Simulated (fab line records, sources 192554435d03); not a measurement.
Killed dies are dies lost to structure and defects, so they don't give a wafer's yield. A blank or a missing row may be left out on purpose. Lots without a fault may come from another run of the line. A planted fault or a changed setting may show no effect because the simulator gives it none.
Problem report in the 8D (eight disciplines) form, filled by code | flow n5_finfet | the parts of the form that need people (team, actions taken, sign-off) are left out

1. THE PROBLEM
bias_w at N5_BEOL_M0_ETCH_138 reads a mean of 82.03 W on 6 wafers of 2 lots; wafers without a fault read 74.96 W with a standard deviation of 0.2. That is +35 standard deviations from the usual mean.
The step: etches SiCN in CH3F/O2, target depth 12 nm, time 31.6 s.
First seen on wafer L282.2, day 8 00:29, on rie_diel-04. The record holds 27 wafers of 9 lots with a number at this step. Rule for "out", or "out of limits": more than 4 standard deviations from the usual mean. The other wafers with a number count as sound.

2. WHAT IT IS AND WHAT IT IS NOT
question                    | is                     | is not
which readings at this step | bias_w, rf_vpp_V       | chamber_pressure_mTorr, drypump_motor_current_A, oes_product_au, showerhead_plenum_p_Torr, throttle_valve_pct
which lots                  | L282, L284             | L273, L286, L287, L288, L290, L294, L295
which wafers of those lots  | all that have a number | -
read on which tools         | rie_diel-04            | rie_diel-02, rie_diel-05
when                        | from day 8 00:29       | up to then (3 sound wafers); but 18 sound wafers of L286, L287, L288, L290, L294, L295 came after

3. SUSPECTS, AND WHAT RULES EACH OUT
Counting: a tool at a process step up to the reading stays a suspect if it ran every lot that is out and no sound lot after the first of them.
- rie_diel-06 at N5_BEOL_M0_SAQP_CUT_ETCH_46 (etches SOC in N2/H2, target depth 135 nm, overetch 27 nm, time 202.5 s): ruled out as a lasting fault. Sound lots L286, L288 ran on it after its first lot that is out, L282 (day 7 22:42).
- rie_diel-04 at N5_BEOL_M0_ETCH_138 (etches SiCN in CH3F/O2, target depth 12 nm, time 31.6 s): ruled out as a lasting fault. Sound lots L294 ran on it after its first lot that is out, L282 (day 8 00:29).
Left after counting: nothing in the record.

4. THE CAUSE (what the simulator had put in)
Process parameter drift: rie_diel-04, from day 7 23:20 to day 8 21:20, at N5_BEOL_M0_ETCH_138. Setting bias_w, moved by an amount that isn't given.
Counting ruled it out, wrongly.

5. THE CHAIN OF EFFECTS, in route order
Each row: a reading whose mean over the struck wafers that have a number lies more than 3 standard deviations from the usual. Only readings for which the record gives a usual standard deviation are gone through. hours: the time from each lot's start at the first step in this table that gives one to its start at this step, as a median over the lots. sigmas: the change in usual standard deviations.
hours | step                | reading  | usual   | on struck wafers | change | sigmas
0     | N5_BEOL_M0_ETCH_138 | bias_w   | 74.96 W | 82.03            | +7.07  | +35
0     | N5_BEOL_M0_ETCH_138 | rf_vpp_V | 297.4 V | 313.8            | +16.4  | +9.7
The process steps in it:
- N5_BEOL_M0_ETCH_138: etches SiCN in CH3F/O2, target depth 12 nm, time 31.6 s.
Later measuring or inspecting steps at which every struck wafer that the step has a row for has a number for every such reading, and none has moved that far: N5_BEOL_M4_RC_MEAS_101.

6. WHAT WOULD HAVE CAUGHT IT SOONER
In this record the first reading out of limits was taken at day 8 00:29, 1 hour after the fault began at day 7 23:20.
